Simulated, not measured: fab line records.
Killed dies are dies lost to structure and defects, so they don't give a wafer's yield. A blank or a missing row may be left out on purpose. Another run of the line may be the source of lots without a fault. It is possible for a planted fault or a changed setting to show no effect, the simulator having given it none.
fab line records | flow n5_finfet
[record] lots = 10 wafers = 30 last_day = 18
route steps=1938 shown BEOL_M9@1404 PASSIVATION@1936
lots that met no fault: from a run of the same line without faults
start_h: hours from the record's opening day to when the first of the lot's shown wafers began | wait_h: how many hours have passed since the lot's step before this one | " identical to the entry in the row above | L1.1+2: a single row standing in for several wafers | - value missing, or start not given | * or withheld: withheld | < > ~ a bound
route shown NAME@n: NAME is a module with steps in the file, n the number in the route of the first one | usual: mean/standard deviation of fault-free wafers | same: alike in all rows | chamber/n: place in a boat | sites: the reading at each site | _std_site: standard deviation of those values | _edge_site: mean of outer sites minus mean of inner sites | radius_mm: for every site, how far away it sits from the centre of the wafer | mask NAME#n: copy n | behind: the last tool/chamber to shape the wafer | hold: why the lot went on hold/how many hours it stayed there/how the hold came to an end | device: names the non-switching transistor (n, p or np) | end of line: the route-end tests of the same wafers | for a step that has no rows: nothing shown but its recipe | killed: count of dies lost to structure and defects at first sort (not the wafer's yield) | map: shows each die of a wafer: x if killed, . if not, _ if none is there
set.NAME: the setting the step ran with; set.NAME@STEP: the setting that earlier step ran with | model.NAME: the simulator's own value behind a step, which no gauge read
the route's steps for a sample of lots (tables are steps, rows are wafers)
services: when a tool's chamber went out of use (start_h, in hours from the record's first day, below 0 if earlier), for how many hours, and the reason
[[steps]]
[step N5_BEOL_M9_PECVD_70]
[recipe] material = SiO2 target_thk_a = 200 temp_c = 400 precursor = TEOS/O2 pressure_torr = 5.5 rf_w = 450 teos_flow_sccm = 53.8 gas = O2 flow_sccm = 3000 time_s = 22.7
[usual] heater_power_w = 733/68 showerhead_plenum_p_Torr = 8.82/0.056 throttle_valve_pct = 22.2/1.4
// columns lot.wafer tool chamber start_h wait_h heater_power_w showerhead_plenum_p_Torr throttle_valve_pct
L270.2 pecvd-01 1 212.10 0.0 811 8.75 21.2
L270.3 " 0 " " 844 8.85 23.5
L270.5 " 1 " " 801 8.76 21.3
L272.1 pecvd-01 1 216.82 0.0 749 8.74 20.9
L272.3 " 1 " " 765 8.77 21.3
L272.5 " 1 " " 762 8.73 21.4
L276.2 pecvd-03 2 259.18 0.0 818 8.78 21.9
L276.3 " 0 " " 735 8.81 22.0
L276.6 " 2 " " 803 8.77 21.4
L281.2 pecvd-03 1 278.85 0.0 684 8.91 23.9
L281.3 " 2 " " 805 8.75 21.5
L281.5 " 2 " " 828 8.78 21.5
L282.1 pecvd-03 2 291.38 0.0 695 8.76 21.8
L282.5 " 1 " " 596 8.88 23.7
L282.6 " 0 " " 720 8.83 21.7
L283.2 pecvd-03 2 297.63 0.0 802 8.76 21.9
L283.3 " 1 " " 642 8.90 23.9
L283.5 " 0 " " 659 8.84 21.8
L291.2 pecvd-01 1 329.26 0.0 720 8.74 21.1
L291.3 " 2 " " 740 8.83 19.2
L291.4 " 1 " " 707 8.74 21.0
L290.2 pecvd-01 0 344.53 0.0 846 8.88 24.2
L290.4 " 1 " " 673 8.75 21.1
L290.5 " 2 " " 720 8.81 19.4
L292.2 pecvd-02 0 361.95 0.0 716 8.72 20.5
L292.3 " 1 " " 844 8.85 22.6
L292.6 " 0 " " 715 8.71 20.4
L293.1 pecvd-03 1 382.25 0.0 628 8.86 24.0
L293.5 " 2 " " 813 8.78 22.2
L293.6 " 1 " " 613 8.86 24.0
[step N5_BEOL_M9_DESCUM_33]
[recipe] chemistry = O2 time_s = 7 source_power_w = 50 bias_power_w = 20 pressure_mtorr = 20 rf_frequency_hz = 2.712e+07 temp_c = 40 resist = CAR-EUV o2_flow_sccm = 225
[usual] bias_power_w = 20.00/0.053 drypump_motor_current_A = 5.6/0.45 oes_product_au = 0.76/0.092 rf_vpp_V = 243.2/1.2 showerhead_plenum_p_Torr = 2.10/0.055 temp_c = 39.99/0.11 throttle_valve_pct = 20.54/0.24
// columns lot.wafer tool chamber start_h wait_h bias_power_w drypump_motor_current_A oes_product_au rf_hours_counter_h rf_vpp_V showerhead_plenum_p_Torr temp_c throttle_valve_pct
L270.2 rie_diel-04 3 216.54 0.1 19.98 5.0 0.68 246 243.1 2.07 39.89 20.71
L270.3 " 0 " " 20.04 6.1 0.72 196 243.8 2.08 40.25 20.51
L270.5 " 3 " " 19.94 5.0 0.69 - 242.5 2.07 39.85 20.71
L272.1 rie_diel-03 0 219.74 0.2 19.94 5.5 0.85 69 242.6 2.04 39.96 20.47
L272.3 " 1 " " 20.02 5.1 0.76 165 241.8 2.11 40.10 20.66
L272.5 " 1 " " 20.00 5.1 0.76 - 242.9 2.11 40.14 20.68
L276.2 rie_diel-03 0 266.20 0.2 19.95 5.4 0.84 82 241.7 2.04 39.88 20.49
L276.3 " 2 " " 20.03 5.1 0.94 17 244.5 2.14 39.87 20.08
L276.6 " 0 " " 20.10 5.5 0.83 - 241.1 2.04 39.84 20.49
L281.2 rie_diel-04 0 285.04 0.0 19.95 6.2 0.71 220 241.9 2.07 39.93 20.53
L281.3 " 2 " " 19.99 6.5 0.96 3 245.4 2.23 39.97 19.98
L281.5 " 0 " " 19.99 6.2 0.70 - 241.2 2.07 39.96 20.55
L282.1 rie_diel-05 1 296.06 0.0 19.96 5.6 0.68 217 240.9 2.07 39.91 20.62
L282.5 " 0 " " 20.03 5.8 0.70 - 243.9 2.18 39.96 20.77
L282.6 " 1 " " 20.02 5.6 0.69 - 243.2 2.07 39.97 20.61
L283.2 rie_diel-05 2 300.15 0.1 19.96 5.3 0.69 214 243.2 2.08 40.01 20.46
L283.3 " 0 " " 20.06 5.8 0.69 226 244.3 2.18 39.96 20.78
L283.5 " 1 " " 20.01 5.6 0.68 - 242.4 2.07 39.97 20.60
L291.2 rie_diel-04 1 335.83 0.0 20.03 5.5 0.73 161 244.1 2.09 40.14 20.83
L291.3 " 0 " " 20.07 6.2 0.70 238 241.7 2.07 39.88 20.57
L291.4 " 2 " " 20.06 6.5 0.91 23 244.6 2.23 40.08 20.02
L290.2 rie_diel-05 0 349.55 0.2 20.03 5.8 0.69 239 244.2 2.18 40.04 20.80
L290.4 " 2 " " 20.07 5.3 0.68 229 242.9 2.08 40.03 20.49
L290.5 " 3 " " 20.02 5.8 0.70 - 242.0 2.07 40.04 20.58
L292.2 rie_diel-03 1 364.42 0.0 20.02 5.1 0.72 207 243.0 2.10 40.21 20.74
L292.3 " 0 " " 20.02 5.5 0.81 112 242.3 2.02 40.01 20.54
L292.6 " 3 " " 20.02 5.6 0.72 - 243.3 2.17 40.15 20.90
L293.1 rie_diel-04 2 384.97 0.3 19.92 6.5 0.87 40 245.5 2.22 40.10 20.06
L293.5 " 2 " " 19.94 6.5 0.87 - 245.3 2.22 39.91 20.05
L293.6 " 1 " " 19.91 5.5 0.73 - 244.0 2.09 40.14 20.85
[step N5_BEOL_M9_DEGAS_44]
[recipe] ambient = vacuum temp_c = 250 time_s = 60
[usual] heater_power_w = 324/40
// columns lot.wafer tool chamber start_h wait_h heater_power_w
L270.2 pvd_sputter-02 - 217.54 0.3 306
L270.3 " - " " 418
L270.5 " - " " 296
L272.1 pvd_sputter-01 - 221.08 0.6 352
L272.3 " - " " 360
L272.5 " - " " 352
L276.2 pvd_sputter-03 - 268.14 1.0 291
L276.3 " - " " 310
L276.6 " - " " 308
L281.2 pvd_sputter-03 - 286.50 0.6 318
L281.3 " - " " 316
L281.5 " - " " 282
L282.1 pvd_sputter-03 - 297.61 0.8 314
L282.5 " - " " 283
L282.6 " - " " 285
L283.2 pvd_sputter-02 - 301.32 0.4 306
L283.3 " - " " 328
L283.5 " - " " 306
L291.2 pvd_sputter-01 - 336.83 0.2 357
L291.3 " - " " 350
L291.4 " - " " 345
L290.2 pvd_sputter-03 - 352.24 1.9 275
L290.4 " - " " 307
L290.5 " - " " 272
L292.2 pvd_sputter-02 - 365.69 0.4 352
L292.3 " - " " 302
L292.6 " - " " 303
L293.1 pvd_sputter-03 - 386.62 0.9 290
L293.5 " - " " 291
L293.6 " - " " 312
[step N5_BEOL_M9_ANNEAL_51]
[recipe] temp_c = 225 time_s = 90 ambient = N2
[usual] wafer_temp_C_max = 226.2/0.73
// columns lot.wafer tool chamber start_h wait_h wafer_temp_C_max
L270.2 rtp_anneal-02 0 220.20 0.3 225.4
L270.3 " 0 " " 225.6
L270.5 " 0 " " 225.6
L272.1 rtp_anneal-02 0 223.74 0.5 225.5
L272.3 " 0 " " 225.5
L272.5 " 0 " " 225.6
L276.2 rtp_anneal-02 0 269.17 0.1 225.7
L276.3 " 0 " " 225.5
L276.6 " 0 " " 225.2
L281.2 rtp_anneal-01 0 288.71 1.3 226.3
L281.3 " 0 " " 227.1
L281.5 " 0 " " 225.9
L282.1 rtp_anneal-02 0 298.63 0.2 225.5
L282.5 " 0 " " 225.3
L282.6 " 0 " " 225.3
L283.2 rtp_anneal-01 0 302.53 0.3 226.6
L283.3 " 0 " " 226.9
L283.5 " 0 " " 226.7
L291.2 rtp_anneal-01 0 337.82 0.1 226.8
L291.3 " 0 " " 226.3
L291.4 " 0 " " 226.8
L290.2 rtp_anneal-02 0 353.48 0.2 225.5
L290.4 " 0 " " 225.5
L290.5 " 0 " " 225.6
L292.2 rtp_anneal-01 0 366.74 0.1 227.2
L292.3 " 0 " " 227.0
L292.6 " 0 " " 227.4
L293.1 rtp_anneal-02 0 387.67 0.1 225.8
L293.5 " 0 " " 225.6
L293.6 " 0 " " 225.6
[step N5_BEOL_M9_CMP_52]
[recipe] stop_on = SiCOH_lowk t_overpolish_s = 7 down_force_psi = 1 platen_rpm = 50 clearing_platen_down_force_psi = 1.5 clearing_platen_rpm = 50 post_cmp_clean = cu_alkaline target_thk_nm = 140 clearing_platen_pad_velocity_m_s = 0.99484 pad_velocity_m_s = 0.99484
[usual] barrier_field_endpoint_s = 28.8/0.64 motor_current_A = 5.9/0.48 overpolish_run_s = 7.001/0.0083
// columns lot.wafer tool chamber start_h wait_h barrier_field_endpoint_s motor_current_A overpolish_run_s
L270.2 cmp-01 3 220.51 0.3 29.9 6.4 6.996
L270.3 " 0 " " 28.9 6.0 7.009
L270.5 " 2 " " 27.8 5.8 7.001
L272.3 cmp-03 1 224.05 0.2 28.9 5.9 6.996
L272.1 " 3 " " 28.8 6.1 6.995
L272.5 " 1 " " 29.9 5.9 7.003
L276.2 cmp-02 2 269.50 0.3 29.0 6.3 7.002
L276.3 " 3 " " 29.0 5.3 7.003
L276.6 " 0 " " 29.7 5.4 6.995
L281.3 cmp-02 1 289.00 0.2 28.0 6.0 7.001
L281.2 " 3 " " 28.7 5.5 6.998
L281.5 " 1 " " 28.5 6.0 6.990
L282.1 cmp-03 3 298.96 0.3 27.7 6.0 7.003
L282.6 " 2 " " 28.5 6.6 6.985
L282.5 " 3 " " 41.2 5.8 5.843
L283.2 cmp-01 2 302.86 0.3 28.0 5.8 7.014
L283.3 " 3 " " 41.7 6.5 5.387
L283.5 " 1 " " 40.7 5.3 6.339
L291.4 cmp-03 2 338.07 0.1 29.1 6.8 6.989
L291.3 " 3 " " 29.7 5.8 7.014
L291.2 " 0 " " 29.2 5.1 7.002
L290.2 cmp-01 2 353.77 0.2 28.1 5.9 6.999
L290.4 " 0 " " 29.6 6.3 6.996
L290.5 " 1 " " 28.5 5.2 6.990
L292.3 cmp-03 3 367.03 0.2 28.9 6.0 6.986
L292.2 " 0 " " 28.8 5.0 7.007
L292.6 " 3 " " 29.2 5.8 6.994
L293.1 cmp-02 2 388.08 0.4 28.3 6.1 7.004
L293.5 " 3 " " 27.9 5.5 6.981
L293.6 " 0 " " 28.6 5.4 6.992
[step N5_PASSIVATION_PROBE_49]
[usual] defect_limited_yield = 91.4/1.3 killed_at_M0_to_M3 = 34/10 killed_at_M4_up = 14/5.6 killed_at_contacts = 13/5.9 killed_at_front_end = 37/9.9 killed_at_other = 3.5/2.8 killed_dies = 101/15 killed_open = 67/12 killed_short = 32/6.6 sort_bin_5_function = 5.0/0.81 sort_bin_6_memory = 3.2/0.66 sort_bin_8_speed = 0.00/0.007 sort_n_pass = 1079/15 sort_yield_pct = 91.4/1.3
[same] gross_dies = 1180 killed_at_back_side = 0 sort_bin_4_leakage[%] = 0
// columns lot.wafer tool chamber start_h wait_h defect_limited_yield[%] killed_at_M0_to_M3 killed_at_M4_up killed_at_contacts killed_at_front_end killed_at_other killed_dies killed_open killed_short sort_bin_5_function[%] sort_bin_6_memory[%] sort_bin_8_speed[%] sort_n_pass sort_yield_pct[%]
L276.6 prober-02 - 324.04 0.3 92.1 23 9 11 42 8 93 51 42 4.7 2.6 0 1087 92.1
L282.1 prober-01 - 352.87 0.0 91.3 35 16 16 33 3 103 72 28 5.6 2.7 0 1077 91.3
L282.5 prober-01 - 353.07 0.2 92.0 18 35 6 33 2 94 65 29 5.1 2.5 0 1086 92.0
L282.6 prober-01 - 353.12 0.3 92.0 13 17 7 54 3 94 66 27 4.1 3.6 0 1086 92.0
// killed by level:class
L276.6 FIN_SAQP:geometric_particle:open=12 MOL_CONTACT_COAG:geometric_particle:open=10 FIN_SAQP:geometric_particle:short=7 BEOL_M0_SAQP:geometric_particle:short=6 STI_FIN_REVEAL:geometric_particle:open=5 BEOL_M2:geometric_particle:short=4 BEOL_M2:geometric_particle:open=4 STI_FIN_REVEAL:geometric_particle:short=3
L282.1 MOL_CONTACT_COAG:geometric_particle:open=14 STI_FIN_REVEAL:geometric_particle:open=12 FIN_SAQP:geometric_particle:open=9 BEOL_M2:geometric_particle:open=7 BEOL_M4:geometric_particle:open=7 BEOL_M3:geometric_particle:short=5 BEOL_M1:geometric_particle:open=5 BEOL_M0_SAQP:geometric_particle:short=4
L282.5 BEOL_M4:geometric_particle:open=16 STI_FIN_REVEAL:geometric_particle:open=10 BEOL_M5:geometric_particle:open=9 DUMMY_GATE:geometric_particle:open=7 BEOL_M0_SAQP:geometric_particle:open=7 BEOL_M0_SAQP:geometric_particle:short=6 FIN_SAQP:geometric_particle:short=4 MOL_CONTACT_COAG:geometric_particle:open=4
L282.6 FIN_SAQP:geometric_particle:open=18 STI_FIN_REVEAL:geometric_particle:open=13 FIN_SAQP:geometric_particle:short=8 BEOL_M4:geometric_particle:open=6 BEOL_M1:geometric_particle:open=5 MOL_CONTACT_COAG:geometric_particle:open=4 BEOL_M6:geometric_particle:open=4 DUMMY_GATE:geometric_particle:open=3
[[services]]
// columns tool chamber start_h hours kind
rie_diel-03 1 194.09 2.4 repair
pecvd-03 - 200.41 0.4 repair
pvd_sputter-02 - 207.32 1.6 repair
cmp-03 - 208.71 0.5 repair
cmp-01 - 209.41 4.0 pm
pecvd-03 0 214.70 6.0 repair
cmp-02 - 231.37 0.9 repair
rie_diel-03 1 238.76 4.5 repair
pecvd-01 0 272.18 70.1 repair
rie_diel-04 3 285.00 27.2 repair
rtp_anneal-02 - 287.30 3.2 pm
cmp-01 - 291.99 1.7 repair
pecvd-03 - 309.27 0.5 repair
cmp-03 - 311.97 4.0 pm
rie_diel-04 0 322.48 6.7 repair
cmp-03 - 324.02 4.8 pm
cmp-02 - 337.85 1.1 repair
cmp-01 - 340.13 7.8 pm
cmp-02 - 344.61 0.6 repair
rie_diel-04 - 351.21 1.5 repair
pecvd-03 - 358.62 2.8 repair
rtp_anneal-01 - 374.98 5.1 pm
rie_diel-04 3 378.16 8.3 repair
cmp-03 - 381.02 1.8 repair
[[key]]
[first_sign] step = N5_BEOL_M9_CMP_52 reading = overpolish_run_s direction = down sigmas = 99+ usual = 7.001 struck = 5.856
[effect] step = N5_BEOL_M9_CMP_52 reading = barrier_field_endpoint_s direction = up sigmas = 19 usual = 28.8 struck = 41.2
met_at N5_BEOL_M9_PECVD_70
struck_lots L282,L283
struck_wafers L282.5,L283.3,L283.5
not_acting_at N5_BEOL_M9_DESCUM_33,N5_BEOL_M9_DEGAS_44,N5_BEOL_M9_ANNEAL_51
onset_between 278.85 291.38
[fault] kind = process_parameter_drift tool = pecvd-03 chamber = - onset_h = 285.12 steps = N5_BEOL_M9_PECVD_70 channel = time_s offset = * shape = step end_h = 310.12 scope = struck_wafers_only acts_in = * stated = *
